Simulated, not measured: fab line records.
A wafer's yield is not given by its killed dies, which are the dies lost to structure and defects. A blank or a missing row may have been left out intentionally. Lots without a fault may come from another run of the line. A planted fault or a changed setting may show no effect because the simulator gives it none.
Struck lot and sound lot, side by side / flow n5-finfet / 37 out of 1938 route steps
Sound: the wafers L202.3, L202.4, L202.6. Wafers L203.1, L203.5, L203.6 were the ones struck. Last of all comes the cause.
Order at every step that has rows: each side's tool, ch and its chambers, its first start. Under that, the readings that differ: sound wafers / struck wafers / difference of the means / sigmas: that difference in standard deviations of wafers without a fault.
alike: readings whose means differ by less than 2 such deviations, and words and numbers that are the same on both sides. not compared: withheld readings, readings that some wafer has no value for, bounds like >300 that may hide the same value, and numbers for which the record gives no deviation and whose values overlap.
Wherever a step has rows on one side only, a row that says differs or no value, or a row with sigmas, the two part there. Numbers that have no deviation but don't overlap get no sigmas and don't part them. A reading that every wafer of one side lacks parts them only if that side has two wafers or more.

first, 9 steps without rows for these wafers: N5_BEOL_M4_ANNEAL_95 (time 240 s); N5_BEOL_M4_SPUTTER_96 (material Cu, target thk 4.5 nm, time 8.29 s); N5_BEOL_M4_ECD_50 (material Cu, target thk 300 nm); N5_BEOL_M4_ANNEAL_51 (time 90 s); N5_BEOL_M4_CMP_52 (polishes, stops on SiOC, t overpolish 6.8 s, target thk 40 nm); N5_BEOL_M4_PRE_CLEAN_60 (time 15 s); N5_BEOL_M4_CO_CAP_55 (material Co, precursor CCTBA/H2, target thk 2 nm, time 102.1 s); N5_BEOL_M4_PRE_CLEAN_56 (time 15 s); N5_BEOL_M4_DEP_57 (deposits SiCN from 3MS/NH3, target thk 8 nm, time 14 s).
N5_BEOL_M4_RC_MEAS_101:
  sound on prober-01 ch 0, day 12 21:48; struck on prober-01 ch 0, day 12 05:32
reading=DIBL_N (mV/V); sound=34.3 42.5 38.5; struck=33.7 33.9 31.5; difference=-5.4; sigmas=-2
reading=IOFF_N (nA/um); sound=0.11 0.32 0.19; struck=0.11 0.11 0.09; difference=-0.10; sigmas=-2
reading=IOFF_P (nA/um); sound=0.15 0.30 0.24; struck=0.15 0.15 0.13; difference=-0.09; sigmas=-2
reading=SS_P (mV/dec); sound=73.0 74.4 74.3; struck=72.6 72.1 71.6; difference=-1.8; sigmas=-3
reading=VT_N (mV); sound=254 243 246; struck=257 253 256; difference=+8; sigmas=+2
  alike: DIBL_P, ION_N, ION_P, SS_N, VT_P
then, 24 steps without rows for these wafers: N5_BEOL_M5_ILD_DEP_00 (deposits SiCOH lowk from DEMS/porogen, target thk 140.64 nm, time 25.9 s); N5_BEOL_M5_CURE_79 (cures SiCOH lowk, time 240 s); N5_BEOL_M5_PECVD_70 (deposits SiO2 from TEOS/O2, target thk 16 nm, time 18 s); N5_BEOL_M5_HM_DEP_02 (deposits TiN, target thk 20 nm); N5_BEOL_M5_COAT_59 (time 60 s, resist thk 60 nm); N5_BEOL_M5_COAT_60 (time 60 s, resist thk 12 nm); N5_BEOL_M5_COAT_71 (time 60 s, resist thk 5 nm); N5_BEOL_M5_COAT_05 (resist thk 30 nm); N5_BEOL_M5_EBR_07; N5_BEOL_M5_SOFTBAKE_06 (time 60 s); N5_BEOL_M5_EXPOSE_08 (exposes mask M5, target cd 28 nm); N5_BEOL_M5_PEB_09 (peb time 60 s); N5_BEOL_M5_DEVELOP_10 (develop time 30 s); N5_BEOL_M5_DESCUM_16 (chemistry O2, time 7 s); N5_BEOL_M5_ETCH_72 (etches underlayer in N2/H2, target depth 6.5 nm, time 5.2 s); N5_BEOL_M5_ETCH_61 (etches SiARC in CF4, target depth 15.6 nm, time 26 s); N5_BEOL_M5_ETCH_62 (etches SOC in N2/H2, target depth 75 nm, overetch 15 nm, time 112.5 s); N5_BEOL_M5_STRIP_63 (strips in N2/H2); N5_BEOL_M5_STRIP_73 (strips in N2/H2); N5_BEOL_M5_STRIP_64 (strips in CF4); N5_BEOL_M5_HM_OPEN_17 (chemistry Cl2/BCl3, target TiN, target depth 20 nm, overetch 6 nm); N5_BEOL_M5_STRIP_19 (strips in O2); N5_BEOL_M5_COAT_65 (time 60 s, resist thk 60 nm); N5_BEOL_M5_COAT_66 (time 60 s, resist thk 12 nm).
-- a jump in the record: the struck wafers' starts before and after are 3 days apart (it breaks off in module BEOL_M5 and resumes in module BEOL_M15, where the first step shown is number 1809 of the route) --
N5_BEOL_M15_TRENCH_ETCH_34: etches SiO2 in C4F8/O2/Ar, target depth 872.93 nm, time 199 s.
  sound on rie-diel-02 ch 0,1,2, day 16 10:24; struck on rie-diel-06 ch 0,1,2, day 15 14:03
  no value came back on the struck wafers for any of 10 readings (C4F8_flow_sccm (sccm), O2_flow_sccm (sccm) and others); on the sound wafers C4F8_flow_sccm (sccm) reads 15.99 16.07 16.03
reading=model.coat_of_BEOL_M15_COAT_22.thk-nm (nm); sound=540.2 542.6 543.6; struck=715.6 717.2 719.8; difference=+175.4; sigmas=
  not compared: rf-hours-counter-h
N5_BEOL_M15_CMP_49: polishes, stops on SiO2, t overpolish 4.9 s, target thk 850 nm.
  sound on cmp-01 ch 0,1,2, day 16 20:53; struck on cmp-03 ch 0,2,3, day 15 21:38
reading=model.Cu_of_BEOL_M15_ECD_47.thk-nm (nm); sound=852.8 845.6 845.8; struck=1.2 2.4 0.8; difference=-846.6; sigmas=
  alike: motor-current-A
N5_PASSIVATION_PROBE_49:
  sound: prober-02 at day 17 11:13; struck: prober-02 at day 16 18:12
reading=defect-limited-yield (%); sound=91.7 91.9 93.7; struck=0 0 0; difference=-92; sigmas=-54
reading=killed_at_M4_up; sound=15 8 8; struck=1077 1098 1094; difference=+1079; sigmas=+99 or more
reading=killed-dies; sound=98 95 74; struck=1180 1180 1180; difference=+1091; sigmas=+55
reading=killed-on-rim; sound=19 13 10; struck=152 152 152; difference=+138; sigmas=+34
reading=sort_bin_5_function (%); sound=4.3 5.0 4.2; struck=95.8 96.2 96.4; difference=+91.6; sigmas=+83
reading=sort-n-pass; sound=1082 1071 1106; struck=0 0 0; difference=-1086; sigmas=-52
reading=sort-yield-pct (%); sound=91.7 90.8 93.7; struck=0 0 0; difference=-92; sigmas=-54
  alike: killed_at_M0_to_M3, killed-at-contacts, killed-at-front-end, killed-at-other, killed-open, killed-short, sort_bin_4_leakage, sort_bin_6_memory, sort_bin_8_speed

== WHERE THEY PART ==
First at N5_BEOL_M4_RC_MEAS_101; last, within this record, at N5_PASSIVATION_PROBE_49.

WHY: whatever the simulator had introduced
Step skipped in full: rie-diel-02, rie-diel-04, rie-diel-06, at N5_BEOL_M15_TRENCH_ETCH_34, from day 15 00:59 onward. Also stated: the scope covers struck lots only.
